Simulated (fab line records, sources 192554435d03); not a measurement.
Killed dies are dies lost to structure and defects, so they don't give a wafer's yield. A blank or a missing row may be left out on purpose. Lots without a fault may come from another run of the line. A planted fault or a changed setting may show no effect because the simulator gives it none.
Chamber matching | flow n5_finfet | N5_BEOL_M10_CMP_52 on cmp-02: 4 sister chambers
The step polishes, stops on SiCOH lowk, t overpolish 7 s, target thk 140 nm. 8 wafers are shown with their chamber, then 12 later ones without.

WAFERS WITH THEIR CHAMBER
wafer  | chamber | motor_current_A (A) | time_to_endpoint_s (s)
L081.2 | 0       | 5.8                 | 66
L081.4 | 2       | 5.3                 | 69
L091.1 | 2       | 5.4                 | 64
L091.3 | 0       | 6.3                 | 63
L091.4 | 1       | 4.9                 | 63
L089.1 | 3       | 6.3                 | 69
L089.4 | 1       | 4.8                 | 65
L089.6 | 3       | 6.5                 | 66

WAFERS WITHOUT THEIR CHAMBER
wafer  | motor_current_A (A) | time_to_endpoint_s (s)
L092.2 | 6.2                 | 70
L092.4 | 6.2                 | 63
L092.6 | 4.7                 | 63
L094.2 | 6.3                 | 68
L094.3 | 5.4                 | 69
L094.5 | 6.2                 | 64
L095.1 | 5.3                 | 63
L095.2 | 4.7                 | 61
L095.4 | 6.7                 | 66
L097.2 | 6.8                 | 66
L097.3 | 5.6                 | 62
L097.6 | 6.3                 | 65

WHICH CHAMBER EACH WENT THROUGH
wafer  | from the rows above          | in truth
L092.2 | can't be placed: 3 or 0      | 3
L092.4 | can't be placed: 0 or 3      | 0
L092.6 | 1                            | 1
L094.2 | can't be placed: 3 or 0      | 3
L094.3 | 2                            | 2
L094.5 | can't be placed: 0 or 3      | 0
L095.1 | can't be placed: 2 or 1      | 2
L095.2 | 1                            | 1
L095.4 | can't be placed: 3 or 0      | 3
L097.2 | can't be placed: 3 or 0      | 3
L097.3 | can't be placed: 2 or 0 or 1 | 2
L097.6 | can't be placed: 3 or 0      | 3
Placed correctly: 3 of 12. Can't be placed from these rows: 9 (the true chamber is among the candidates in 9). Placed wrongly: 0.
How it was worked out, from the rows above alone: a wafer's distance from a chamber is the root of the sum, over the readings, of the square of ((its reading less the chamber's mean) divided by the reading's scatter). The wafer belongs to the nearest chamber; if the next one is less than 2 further off, it can't be placed. A chamber's mean is the mean of its shown wafers. The scatter: the root of (the sum of the squares of (reading less its chamber's mean) over the shown wafers, divided by (wafers less chambers)).
